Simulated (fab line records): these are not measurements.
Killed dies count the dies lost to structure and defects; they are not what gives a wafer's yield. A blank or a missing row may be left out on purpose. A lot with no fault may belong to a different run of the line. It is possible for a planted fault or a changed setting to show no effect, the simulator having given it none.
A struck lot beside a sound one / flow n5Finfet / 14 out of 1938 route steps
Sound: the wafers L695.2, L695.5, L695.6. Struck: wafer L681.2. (L681.1, L681.4 of the same lot were not struck and are left out.) The cause comes at the end.
At each step with rows: each side's tool, then ch and its chambers, then its first start. Under that, the readings that differ: sound wafers / struck wafers / difference of the means / sigmas: that difference in standard deviations of wafers without a fault.
alike: words and numbers the same on both sides, and readings whose means are apart by under 2 such deviations; not compared: readings that were withheld, readings missing a value for some wafer, numbers with overlapping values and no deviation given by the record, and bounds like >300 which may hide the same value.
A row with sigmas, a row that says differs or no value, or rows on one side alone: a step with any of these is where the two part. Numbers that don't overlap but have no deviation are shown without sigmas and don't part them. A reading missing from all wafers of one side parts the sides only when that side holds two or more wafers.

first, 9 steps without rows for these wafers: N5_MOL_CONTACT_COAG_DEVELOP_07 (develop time 30 s); N5_MOL_CONTACT_COAG_DESCUM_13 (chemistry O2, time 7 s); N5_MOL_CONTACT_COAG_ETCH_59 (etches underlayer in N2/H2, target depth 13 nm, time 10.4 s); N5_MOL_CONTACT_COAG_ETCH_105 (etches SiARC in CF4, target depth 15.6 nm, time 26 s); N5_MOL_CONTACT_COAG_ETCH_106 (etches SOC in N2/H2, target depth 80 nm, overetch 16 nm, time 120 s); N5_MOL_CONTACT_COAG_STRIP_107 (strips in N2/H2); N5_MOL_CONTACT_COAG_STRIP_108 (strips in N2/H2); N5_MOL_CONTACT_COAG_CONTACT_ETCH_14 (etches SiO2 in C4F6/O2, target depth 27.5 nm, overetch 8.5 nm, time 20 s); N5_MOL_CONTACT_COAG_STRIP_109 (strips in C4F6/O2).
N5_MOL_CONTACT_COAG_ETCH_15: etches SiNx in CH3F/O2, stops on Si:P, target depth 7 nm.
  sound on rieDiel-04 ch 1,2,3, day 10 09:09; struck on rieDiel-06 ch 2, day 6 23:34
reading=overEtchFrac; sound=0.75 0.75 0.75; struck=1.6133; difference=+0.8633; sigmas=
reading=model.SOC_of_MOL_CONTACT_COAG_COAT_103.thkNm (nm); sound=74.6 75 74.8; struck=73; difference=-2; sigmas=
  alike: O2_flow_sccm, drypumpMotorCurrentA, mfcArSccm, oesProductAu, rfFwdPowerW, rfVppV, showerheadPlenumPTorr, throttleValvePct
  not compared: rfHoursCounterH
N5_MOL_CONTACT_COAG_ETCH_110: etches Si in CF4/O2, target depth 2.5 nm, time 8 s.
  sound on rieDiel-04 ch 1,2,3, day 10 09:13; struck on rieDiel-06 ch 2, day 6 23:37
reading=mfcArSccm (sccm); sound=100.0 99.9 100.6; struck=99.2; difference=-1.0; sigmas=-3
reading=model.SOC_of_MOL_CONTACT_COAG_COAT_103.thkNm (nm); sound=73 73.4 73.4; struck=71.4; difference=-1.9; sigmas=
  alike: O2_flow_sccm, cf4FlowSccm, drypumpMotorCurrentA, oesProductAu, rfFwdPowerW, rfVppV, showerheadPlenumPTorr, throttleValvePct
  not compared: rfHoursCounterH
then, 1 step without rows for these wafers: N5_MOL_CONTACT_COAG_STRIP_98 (strips in N2/H2).
-- a jump in the record: the struck wafers' starts before and after are 4 days apart (it breaks off in module MOL_CONTACT_COAG and resumes in module BEOL_M4, where the first step shown is number 1111 of the route) --
N5_BEOL_M4_RC_MEAS_101:
  sound on prober-01 ch 0, day 14 07:36; struck on prober-01 ch 0, day 10 19:35
  alike: DIBL_N, DIBL_P, IOFF_N, IOFF_P, ION_N, ION_P, SS_N, SS_P, VT_N, VT_P
then, 1 step without rows for these wafers: N5_PASSIVATION_PROBE_49.

WHERE THEY PART
Only at N5_MOL_CONTACT_COAG_ETCH_110, within this record. Later steps at which nothing parts them and some readings are alike: N5_BEOL_M4_RC_MEAS_101.

WHY: what the simulator had put in
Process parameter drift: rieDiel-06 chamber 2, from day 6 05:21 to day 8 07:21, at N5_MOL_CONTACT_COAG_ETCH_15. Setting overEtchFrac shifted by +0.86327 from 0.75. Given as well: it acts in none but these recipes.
